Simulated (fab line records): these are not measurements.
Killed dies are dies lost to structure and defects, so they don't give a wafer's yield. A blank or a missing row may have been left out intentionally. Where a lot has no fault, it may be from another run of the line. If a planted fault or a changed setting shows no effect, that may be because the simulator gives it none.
What tool caused it? ; flow n5-finfet ; 30 wafers from 10 lots sampled at 5 of the route's 1938 steps

## WHAT THE GAUGES READ, wafer by wafer
N5_START_INSPECT_01: inspects for defects (unpatterned scan).
lot;measured;on;raw-defect-count
L162;day 1 12:02;defect-inspect-02;11 10 9
L164;day 2 00:02;defect-inspect-02;5 3 5
L165;day 2 06:02;defect-inspect-01;3 8 11
L172;day 4 00:02;defect-inspect-01;7 4 8
L174;day 4 12:02;defect-inspect-01;4 7 3
L179;day 5 18:02;defect-inspect-02;8 4 7
L181;day 6 06:02;defect-inspect-02;7 12 5
L183;day 6 18:02;defect-inspect-02;15 5 10
L184;day 7 00:02;defect-inspect-02;8 9 6
L185;day 7 06:02;defect-inspect-01;8 5 4

N5_ZERO_LAYER_CD_MEAS_11: target cd 2000 nm.
lot;measured;on;cd-nm (nm)
L162;day 1 12:40;cd-sem-03;2000.9 2000.1 2000.5
L164;day 2 00:47;cd-sem-01;1997.4 1997.9 1998.2
L165;day 2 06:46;cd-sem-02;1999.4 2000.8 2000.8
L172;day 4 00:39;cd-sem-03;2000.9 2002.2 2001.1
L174;day 4 12:46;cd-sem-03;1999.3 1997.1 1998.7
L179;day 5 18:46;cd-sem-02;2001.7 2000.4 1999.8
L181;day 6 06:46;cd-sem-03;2002.3 2001.2 2003.7
L183;day 6 18:38;cd-sem-01;1999.6 1999.6 1998.5
L184;day 7 00:46;cd-sem-01;1999.8 1999.2 2000.0
L185;day 7 06:39;cd-sem-01;2000.3 1999.4 1998.5

N5_BEOL_M4_RC_MEAS_101.
lot;measured;on;CJ_P;DIBL_N (mV/V);DIBL_P (mV/V);IOFF_N (nA/um);IOFF_P (nA/um);ION_N (uA/um);ION_P (uA/um);SS_N (mV/dec);SS_P (mV/dec);VT_N (mV);VT_P (mV)
L162;day 7 20:11;prober-02;5.89 5.82 5.71;36.5 37.0 37.2;35.4 36.7 36.3;0.134 0.155 0.149;0.171 0.186 0.185;664 688 660;453 458 451;71.2 70.7 70.8;73.7 73.7 73.2;250.4 248.1 251.0;-256.0 -253.7 -256.5
L164;day 8 12:26;prober-02;5.64 5.58 5.59;35.8 36.0 35.8;37.5 37.2 36.9;0.165 0.168 0.166;0.224 0.219 0.208;677 682 687;471 467 467;71.8 71.8 70.9;73.8 73.6 73.2;249.6 247.4 248.3;-249.5 -249.8 -250.5
L165;day 8 15:07;prober-01;5.68 5.98 5.73;36.4 34.1 35.7;36.9 34.1 35.4;0.153 0.111 0.134;0.173 0.145 0.160;671 657 656;455 440 447;71.8 70.8 71.7;73.3 72.7 73.6;248.6 256.2 252.8;-253.4 -257.7 -254.4
L172;day 10 03:02;prober-01;4.24 4.12 4.11;36.6 36.8 37.5;36.4 36.3 37.2;0.166 0.178 0.184;0.250 0.251 0.263;669 674 681;467 468 459;70.9 71.5 72.0;73.9 73.3 73.4;247.2 247.5 246.3;-248.4 -248.3 -249.5
L174;day 11 01:11;prober-01;4.21 4.13 4.14;35.4 33.9 36.6;36.1 34.9 38.4;0.137 0.121 0.166;0.188 0.179 0.230;668 661 668;458 457 455;70.9 70.4 71.3;72.6 73.0 73.6;254.7 255.1 247.1;-254.0 -251.3 -252.0
L179;day 12 08:25;prober-01;5.60 5.72 5.56;37.9 36.9 38.5;38.7 37.5 39.4;0.222 0.207 0.247;0.244 0.225 0.256;696 697 703;468 468 469;72.3 71.7 71.3;73.6 74.4 74.2;246.7 245.8 242.5;-248.5 -249.9 -246.1
L181;day 12 10:05;prober-02;5.91 6.06 5.96;35.5 33.9 33.8;36.2 34.6 34.8;0.152 0.122 0.130;0.214 0.175 0.185;684 674 661;466 464 457;71.0 70.9 71.7;73.3 73.0 72.7;251.5 252.6 251.3;-250.4 -253.9 -253.2
L183;day 13 03:38;prober-02;5.56 5.67 5.77;35.1 34.7 35.5;34.9 34.4 35.5;0.159 0.146 0.157;0.175 0.169 0.187;681 674 667;458 457 455;71.7 71.1 71.8;73.1 73.1 72.9;250.2 249.3 249.2;-254.8 -252.5 -254.0
L184;day 13 16:01;prober-02;5.47 5.74 5.68;35.5 36.0 36.3;35.8 36.8 36.5;0.140 0.158 0.155;0.200 0.221 0.216;660 670 665;457 465 464;71.3 72.0 71.7;72.4 73.2 72.3;250.5 249.4 251.5;-249.5 -250.0 -250.7
L185;day 13 15:23;prober-02;5.50 5.62 5.59;37.4 36.6 37.8;37.1 36.1 36.8;0.184 0.164 0.174;0.225 0.212 0.218;675 674 678;464 457 459;71.4 71.6 71.2;73.8 73.7 74.1;246.9 251.0 249.6;-250.5 -251.4 -249.9

## TOOL THAT RAN EACH LOT (tool first, then ch and the chambers of the sampled wafers, then the start)
lot;N5_ZERO_LAYER_STRIP_24;N5_WELL_APT_IMPLANT_15
L162;plasma-asher-02 ch 0,1, day 1 12:55;implanter-02 ch 0, day 1 13:56
L164;plasma-asher-01 ch 0,1, day 2 01:04;implanter-02 ch 0, day 2 02:10
L165;plasma-asher-01 ch 0,1, day 2 07:01;implanter-02 ch 0, day 2 08:11
L172;plasma-asher-02 ch 0,1, day 4 00:54;implanter-02 ch 0, day 4 02:09
L174;plasma-asher-02 ch 0,1, day 4 13:14;implanter-02 ch 0, day 4 14:17
L179;plasma-asher-01 ch 0,1, day 5 19:05;implanter-01 ch 0, day 5 20:09
L181;plasma-asher-02 ch 0,1, day 6 07:18;implanter-01 ch 0, day 6 08:28
L183;plasma-asher-01 ch 0,1, day 6 19:05;implanter-01 ch 0, day 6 20:09
L184;plasma-asher-02 ch 0,1, day 7 01:01;implanter-02 ch 0, day 7 02:04
L185;plasma-asher-02 ch 0,1, day 7 06:55;implanter-01 ch 0, day 7 08:22
- N5_ZERO_LAYER_STRIP_24: strips in O2.
- N5_WELL_APT_IMPLANT_15

## AS READ BY THE TOOLS THEMSELVES (means over the sampled wafers that have a number; for cases with no such wafer, the mark the record gives instead)
N5_ZERO_LAYER_STRIP_24.
lot;tool;drypump-motor-current-A (A);heater-power-w (W);oes-product-au (a.u.);strip-time-to-endpoint-s (s)
L162;plasma-asher-02;6.01;309;0.649;43.84
L164;plasma-asher-01;5.86;313;0.649;43.85
L165;plasma-asher-01;5.74;328;0.649;43.77
L172;plasma-asher-02;5.97;296;0.650;43.89
L174;plasma-asher-02;5.98;293;0.647;43.89
L179;plasma-asher-01;5.87;316;0.648;43.99
L181;plasma-asher-02;6.03;307;0.644;43.93
L183;plasma-asher-01;5.73;328;0.644;43.83
L184;plasma-asher-02;6.02;309;0.648;43.92
L185;plasma-asher-02;6.05;310;0.648;43.82

N5_WELL_APT_IMPLANT_15.
lot;tool;dose-ions-cm2;faraday-current-uA
L162;implanter-02;1.5e+13;190
L164;implanter-02;1.5e+13;193
L165;implanter-02;1.5e+13;188
L172;implanter-02;7.9e+12;98
L174;implanter-02;7.9e+12;101
L179;implanter-01;1.5e+13;187
L181;implanter-01;1.5e+13;187
L183;implanter-01;1.5e+13;189
L184;implanter-02;1.5e+13;190
L185;implanter-01;1.5e+13;189

## THE ANSWER, worked out from the rows above alone
Rule: usual is defined by the lots themselves. Put in order of their means at a reading, lots are off if they are a third of the lots or fewer, leave a main group of 4 or more, and stand apart from it by a gap of 3 or more times the standard deviation of the main group's means; of several such gaps the widest counts. Not used: any main group whose means are identical at the precision the tables above print for the reading. A lot without any number at a reading at which 4 lots or more have one is off too. Any other lot the step has rows for is counted as sound. First the gauges in route order, then the tools' own readings, where a lot's mean is used as printed above. At the first step where some lot is off, the reading lying furthest off is the one used; lots without a number count as furthest.
Off: at N5_BEOL_M4_RC_MEAS_101 (CJ_P), L172, L174. Main group: mean 5.71, sd 0.13.
A tool fits if, at a process step before that reading, it ran every lot that is off, and no sound lot after the first of them. The gauges at N5_BEOL_M4_RC_MEAS_101 aren't tried: what is off there is off at N5_WELL_APT_IMPLANT_15 too, on other tools, and a gauge's error can't cause that. Not one of the candidates tried fits.

## WHAT THE SIMULATOR HAD PUT IN
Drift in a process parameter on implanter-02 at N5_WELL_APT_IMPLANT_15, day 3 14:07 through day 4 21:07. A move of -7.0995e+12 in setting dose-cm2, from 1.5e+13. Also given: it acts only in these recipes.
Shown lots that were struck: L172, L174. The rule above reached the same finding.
